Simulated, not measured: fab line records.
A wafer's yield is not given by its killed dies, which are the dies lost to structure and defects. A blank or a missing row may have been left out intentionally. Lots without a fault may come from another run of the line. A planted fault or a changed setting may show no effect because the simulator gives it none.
Code-filled problem report in 8D (eight disciplines) form | flow nand-harc | the parts of the form that need people (team, actions taken, sign-off) are left out

1. WHAT WENT WRONG
Mean of killed-at-array at NHARC_END_SORT_01: 673 across 6 wafers in 2 lots; on wafers with no fault it is 27 (standard deviation 10). Measured from the usual mean, that is +65 standard deviations.
First seen on wafer L226.2, day 21 06:29, on prober-02. The record has a number at this step for 24 wafers belonging to 8 lots. Rule for "out" (also "out of limits"): further than 4 standard deviations from the usual mean. All remaining wafers that have a number are taken as sound.

2. WHAT IT IS, WHAT IT ISN'T
question                    | is                           | is not
which readings at this step | killed-at-array, killed-dies | killed-at-other, killed-at-periphery, killed-open
which lots                  | L226, L228                   | L233, L235, L238, L239, L240, L241
which wafers of those lots  | all that have a number       | -
read on which gauges        | prober-02                    | prober-01
when                        | from day 21 06:29            | up to then (0 sound wafers); but 18 sound wafers of L233, L235, L238, L239, L240, L241 came after

3. SUSPECTS, AND WHAT RULES EACH OUT
Counting: a tool at any process step up to the reading remains a suspect when it ran all the lots that are out and ran no sound lot after the first of those.
- the gauge at NHARC_END_SORT_01 has been ruled out. All the wafers that are out were read on prober-02, but those of them that NHARC_A_STAIRCASE_ETCH_203 has rows for are out there too, on other tools.
- rie-diel-10 at NHARC_A_STAIRCASE_TRIM_196 (chemistry O2, time 211.2 s): ruled out as a lasting fault. The sound lots L238, L241 went through it after L226, its earliest lot that is out (day 12 22:45).
- rie-diel-10 at NHARC_A_STAIRCASE_ETCH_201 (etches the open film in C4F8/O2, target depth 100 nm, time 40.5 s): ruled out as a lasting fault. The sound lots L238, L241 went through it after L226, its earliest lot that is out (day 12 23:41). Because NHARC_A_STAIRCASE_ETCH_201 lacks a start for some lots, the hours and order of its lots are taken from NHARC_A_STAIRCASE_ETCH_203.
- rie-diel-10 at NHARC_A_STAIRCASE_ETCH_203 (etches the open film in C4F8/O2, target depth 100 nm, time 40.5 s): ruled out as a lasting fault. The sound lots L238, L241 went through it after L226, its earliest lot that is out (day 12 23:41).
Left after counting: nothing in the record.

4. THE CAUSE (what the simulator had put in)
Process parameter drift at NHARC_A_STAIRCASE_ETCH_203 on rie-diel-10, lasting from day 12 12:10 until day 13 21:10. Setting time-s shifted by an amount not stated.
It was ruled out by counting, in error; the rule expects a fault to strike all lots run on its tool from its start on, and this fault did not.

5. THE EFFECT CHAIN, in route order
Each row: a reading where the mean over the struck wafers with a number is more than 3 standard deviations away from the usual. Scope: only readings with a usual standard deviation given in the record; hours: median across lots of the time from each lot's start at the first step in this table that gives one to its start at this step; sigmas: change in usual standard deviations.
hours | step                       | reading         | usual  | on struck wafers | change | sigmas
0     | NHARC_A_STAIRCASE_ETCH_203 | run-length-s    | 61.9 s | 74.2             | +12.3  | +26
200   | NHARC_END_SORT_01          | killed-at-array | 27     | 673              | +646   | +65
200   | NHARC_END_SORT_01          | killed-dies     | 30     | 676              | +646   | +65
Its process steps:
- NHARC_A_STAIRCASE_ETCH_203: etches the open film in C4F8/O2, target depth 100 nm, time 40.5 s.

6. WHAT WOULD HAVE CAUGHT IT SOONER
Counted from the fault's start at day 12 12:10, it took 210 hours until the first out-of-limits reading at a measuring or inspecting step in this record, taken at day 21 06:29.
The tool's own readings at NHARC_A_STAIRCASE_ETCH_203 were out on every struck wafer that the step has a row for (run-length-s): an alarm limit on them would have fired on the first of those.
